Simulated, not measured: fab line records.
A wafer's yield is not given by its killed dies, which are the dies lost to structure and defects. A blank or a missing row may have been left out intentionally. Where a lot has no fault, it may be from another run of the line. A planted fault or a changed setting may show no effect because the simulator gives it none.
8D (eight disciplines) problem report, filled in by code + flow n5-finfet + the parts of the form that need people (team, actions taken, sign-off) are left out
Where a reading is given only as a bound, like >300, the bound stands for it, and a mean or a difference that rests on one is marked > or <: the true number lies beyond.

== 1. WHAT WENT WRONG ==
Mean of raw-defect-count at N5_BEOL_M11_INSPECT_58: 434 across 2 wafers in 2 lots; on wafers with no fault it is 68 (standard deviation 19). Relative to the usual mean, that is a shift of +19 standard deviations.
The step: inspects for defects (darkfield).
Earliest sighting: wafer L847.3 on defect-inspect-01 at day 12 12:43. The record has a number at this step for 30 wafers belonging to 10 lots. By rule, "out" or "out of limits" means more than 4 standard deviations away from the usual mean. The other wafers with a number count as sound.

== 2. WHAT IT IS, AND WHAT IT ISN'T ==
| question                    | is                                   | is not                                                                                       |
|-----------------------------|--------------------------------------|----------------------------------------------------------------------------------------------|
| which readings at this step | raw-defect-count                     | -                                                                                            |
| which lots                  | L847, L848                           | L839, L843, L844, L845, L857, L858, L859, L861                                               |
| which wafers of those lots  | L847.3, L848.6                       | L847.2, L847.6, L848.2, L848.3                                                               |
| read on which gauges        | defect-inspect-01, defect-inspect-02 | -                                                                                            |
| when                        | from day 12 12:43                    | up to then (14 sound wafers); but 14 sound wafers of L848, L857, L858, L859, L861 came after |

== 3. THE SUSPECTS, EACH WITH WHAT RULES IT OUT ==
Counting: if a tool at a process step up to the reading ran every lot that is out, it stays a suspect. Sound lots after the first of them don't rule it out here, since some wafers of a struck lot are sound.
- the gauge at N5_BEOL_M11_INSPECT_58: ruled out. 2 gauges (defect-inspect-01, defect-inspect-02) read the wafers that are out.
- pecvd-03 at N5_BEOL_M11_PRE_CLEAN_55 (time 15 s): kept. Every lot that is out went through it, the first being L847 (day 12 12:36); the last sound lot it ran before that was L844 (day 11 22:51).
The count leaves pecvd-03 at N5_BEOL_M11_PRE_CLEAN_55.

== 4. THE CAUSE (what the simulator had put in) ==
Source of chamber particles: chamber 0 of pecvd-03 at N5_BEOL_M11_PRE_CLEAN_55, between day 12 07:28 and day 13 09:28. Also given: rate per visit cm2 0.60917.
The count eliminated every tool but this one.

== 5. THE EFFECT CHAIN, in route order ==
One row per reading whose mean, taken over the struck wafers that have a number, lies over 3 standard deviations from the usual. Readings are gone through only where the record gives a usual standard deviation; hours: the median, over the lots, of the time from a lot's start at the first step in this table giving one to that lot's start at this step; sigmas: the change measured in usual standard deviations.
| hours | step                    | reading              | usual  | on struck wafers | change | sigmas      |
|-------|-------------------------|----------------------|--------|------------------|--------|-------------|
| 0     | N5_BEOL_M11_INSPECT_58  | raw-defect-count     | 68     | 434              | +366   | +19         |
| 1     | N5_BEOL_M12_INSPECT_12  | raw-defect-count     | 2      | >300             | >+298  | +99 or more |
| 40    | N5_PASSIVATION_PROBE_49 | defect-limited-yield | 91.3 % | 81.0             | -10.3  | -6.9        |
| 40    | N5_PASSIVATION_PROBE_49 | killed_at_M4_up      | 13     | 120              | +106   | +20         |
| 40    | N5_PASSIVATION_PROBE_49 | killed-dies          | 102    | 224              | +122   | +6.8        |
| 40    | N5_PASSIVATION_PROBE_49 | sort_bin_5_function  | 5.1 %  | 12.1             | +7.0   | +7.0        |
| 40    | N5_PASSIVATION_PROBE_49 | sort_bin_6_memory    | 3.3 %  | 5.5              | +2.2   | +3.2        |
| 40    | N5_PASSIVATION_PROBE_49 | sort-n-pass          | 1078   | 956              | -122   | -6.8        |
| 40    | N5_PASSIVATION_PROBE_49 | sort-yield-pct       | 91.3 % | 81.0             | -10.3  | -6.9        |
Here are the process steps it includes:
- N5_PASSIVATION_PROBE_49
At these later measuring or inspecting steps, every struck wafer for which the step has a row has a number for every such reading, and none has moved that far: N5_BEOL_M12_OVL_MEAS_11.

== 6. WHAT WOULD HAVE CAUGHT IT SOONER ==
In this record the first reading out of limits at a measuring or inspecting step was taken at day 12 12:43, 5 hours after the fault began at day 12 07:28.
Among the 2 lots that are out, L848 began N5_BEOL_M11_PRE_CLEAN_55 on pecvd-03 after day 12 12:43. Putting the tool on hold at that point would have spared it.
